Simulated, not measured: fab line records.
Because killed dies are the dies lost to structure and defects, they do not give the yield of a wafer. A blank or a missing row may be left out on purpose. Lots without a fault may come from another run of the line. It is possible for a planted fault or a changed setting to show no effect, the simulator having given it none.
Chamber matching | flow n5_finfet | N5_FIN_CUT_ETCH_21 on rie_diel-02 has 4 sister chambers
The step etches SOC in N2/H2, target depth 219 nm, overetch 43.8 nm, time 523.5 s. 18 wafers are shown with their chamber, then 9 later ones without.

## WAFERS WITH THEIR CHAMBER
wafer  | chamber | drypump_motor_current_A (A) | showerhead_plenum_p_Torr (Torr) | throttle_valve_pct (%)
L074.2 | 2       | 6.4                         | 2.51                            | 18.07
L074.3 | 3       | 6.2                         | 2.44                            | 17.97
L074.6 | 3       | 6.2                         | 2.44                            | 18.00
L077.1 | 1       | 5.2                         | 2.43                            | 18.08
L077.5 | 0       | 5.6                         | 2.50                            | 17.87
L077.6 | 3       | 6.2                         | 2.44                            | 17.99
L078.1 | 3       | 6.2                         | 2.44                            | 17.99
L078.3 | 1       | 5.2                         | 2.43                            | 18.06
L078.6 | 3       | 6.2                         | 2.44                            | 17.99
L081.2 | 3       | 6.2                         | 2.44                            | 18.01
L081.4 | 0       | 5.6                         | 2.50                            | 17.87
L081.5 | 3       | 6.2                         | 2.44                            | 18.01
L083.3 | 2       | 6.5                         | 2.50                            | 18.09
L083.5 | 2       | 6.4                         | 2.50                            | 18.09
L083.6 | 1       | 5.2                         | 2.43                            | 18.08
L085.3 | 2       | 6.4                         | 2.50                            | 18.09
L085.4 | 1       | 5.2                         | 2.42                            | 18.10
L085.5 | 3       | 6.2                         | 2.43                            | 18.02

SIGNATURES (averages over the wafers above)
reading                  | chamber 0 | chamber 1 | chamber 2 | chamber 3 | scatter within a chamber
drypump_motor_current_A  | 5.600     | 5.200     | 6.425     | 6.200     | 0.0231
showerhead_plenum_p_Torr | 2.5000    | 2.4275    | 2.5025    | 2.4387    | 0.00412
throttle_valve_pct       | 17.8700   | 18.0800   | 18.0850   | 17.9975   | 0.0143
Rule: for each reading, subtract the chamber's mean from the wafer's reading, divide by that reading's scatter and square the result; add these up over the readings and take the root, which gives the wafer's distance from the chamber. The wafer belongs to the nearest chamber; if the next one is less than 2 further off, it can't be placed. The scatter: the root of (the sum of the squares of (reading less its chamber's mean) over the shown wafers, divided by (wafers less chambers)).

## WAFERS WHOSE CHAMBER IS MISSING
wafer  | drypump_motor_current_A (A) | showerhead_plenum_p_Torr (Torr) | throttle_valve_pct (%)
L091.2 | 5.7                         | 2.49                            | 17.51
L091.4 | 6.4                         | 2.50                            | 18.09
L091.6 | 6.2                         | 2.43                            | 18.05
L092.4 | 5.2                         | 2.42                            | 18.14
L092.5 | 5.6                         | 2.49                            | 17.50
L092.6 | 5.2                         | 2.42                            | 18.12
L093.1 | 6.4                         | 2.49                            | 18.13
L093.5 | 6.4                         | 2.50                            | 18.13
L093.6 | 5.2                         | 2.42                            | 18.13

## EACH ONE'S CHAMBER
wafer  | from the rows above | in truth
L091.2 | 0                   | 0
L091.4 | 2                   | 2
L091.6 | 3                   | 3
L092.4 | 1                   | 1
L092.5 | 0                   | 0
L092.6 | 1                   | 1
L093.1 | 2                   | 2
L093.5 | 2                   | 2
L093.6 | 1                   | 1
Placed correctly: 9 of 9. Left unplaced by these rows: 0. Number placed wrongly: 0.
